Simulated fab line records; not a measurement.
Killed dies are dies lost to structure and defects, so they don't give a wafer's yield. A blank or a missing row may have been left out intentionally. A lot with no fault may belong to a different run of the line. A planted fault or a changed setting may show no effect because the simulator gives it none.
Chamber matching    flow n5Finfet    N5_BEOL_M5_PRE_CLEAN_77 on cvdCo-01 has 3 sister chambers
The step time 15 s. 6 wafers are shown with their chamber, then 12 later ones without.

## WAFERS PAIRED WITH THEIR CHAMBERS
wafer   chamber  heaterPowerW (W)
L091.2  2        103
L091.3  1        81
L091.4  2        104
L093.2  0        137
L093.4  0        135
L093.5  1        82

## WAFERS WITH NO CHAMBER GIVEN
wafer   heaterPowerW (W)
L092.2  102
L092.5  137
L092.6  106
L095.1  104
L095.2  135
L095.3  81
L095.4  103
L095.5  82
L095.6  136
L094.1  102
L094.4  101
L094.6  133

## CHAMBER TAKEN BY EACH
wafer   from the rows above  in truth
L092.2  2                    2
L092.5  0                    0
L092.6  2                    2
L095.1  2                    2
L095.2  0                    0
L095.3  1                    1
L095.4  2                    2
L095.5  1                    1
L095.6  0                    0
L094.1  2                    2
L094.4  2                    2
L094.6  0                    0
Placed correctly: 12 of 12. Can't be placed from these rows: 0. Wrongly placed: 0.
How it was worked out, from the rows above alone: a wafer's distance from a chamber is the root of the sum, over the readings, of the square of ((its reading less the chamber's mean) divided by the reading's scatter). The wafer belongs to the nearest chamber; if the next one is less than 2 further off, it can't be placed. Each chamber's mean is taken over the wafers shown for it. The scatter: the root of (the sum of the squares of (reading less its chamber's mean) over the shown wafers, divided by (wafers less chambers)).
